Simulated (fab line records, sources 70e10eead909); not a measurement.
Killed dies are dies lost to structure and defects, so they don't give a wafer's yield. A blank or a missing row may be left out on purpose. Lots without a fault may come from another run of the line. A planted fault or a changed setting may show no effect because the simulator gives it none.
Chamber matching | flow nand_harc | NHARC_A_STAIRCASE_TRIM_220 on rie_diel-13: 4 sister chambers
The step chemistry O2, time 211.2 s. 8 wafers are shown with their chamber, then 10 later ones without.

WAFERS WITH THEIR CHAMBER
wafer  | chamber | showerhead_plenum_p_Torr (Torr) | drypump_motor_current_A (A)
L079.5 | 1       | 3.37                            | 5.8
L083.5 | 2       | 3.77                            | 5.2
L083.6 | 3       | 3.29                            | 6.1
L083.2 | 1       | 3.37                            | 5.8
L083.3 | 3       | 3.29                            | 6.0
L083.4 | 0       | 3.51                            | 5.9
L086.1 | 0       | 3.50                            | 5.9
L086.2 | 2       | 3.76                            | 5.2

WAFERS WITHOUT THEIR CHAMBER
wafer  | showerhead_plenum_p_Torr (Torr) | drypump_motor_current_A (A)
L086.4 | 3.50                            | 5.9
L086.3 | 3.29                            | 6.1
L086.5 | 3.76                            | 5.2
L086.6 | 3.29                            | 6.0
L091.1 | 3.76                            | 5.2
L091.3 | 3.50                            | 5.9
L091.5 | 3.29                            | 6.1
L097.2 | 3.50                            | 5.9
L097.4 | 3.75                            | 5.1
L097.5 | 3.36                            | 5.8

WHICH CHAMBER EACH WENT THROUGH
wafer  | from the rows above | in truth
L086.4 | 0                   | 0
L086.3 | 3                   | 3
L086.5 | 2                   | 2
L086.6 | 3                   | 3
L091.1 | 2                   | 2
L091.3 | 0                   | 0
L091.5 | 3                   | 3
L097.2 | 0                   | 0
L097.4 | 2                   | 2
L097.5 | 1                   | 1
Placed correctly: 10 of 10. Can't be placed from these rows: 0. Placed wrongly: 0.
How it was worked out, from the rows above alone: a wafer's distance from a chamber is the root of the sum, over the readings, of the square of ((its reading less the chamber's mean) divided by the reading's scatter). The wafer belongs to the nearest chamber; if the next one is less than 2 further off, it can't be placed. A chamber's mean is the mean of its shown wafers. The scatter: the root of (the sum of the squares of (reading less its chamber's mean) over the shown wafers, divided by (wafers less chambers)).
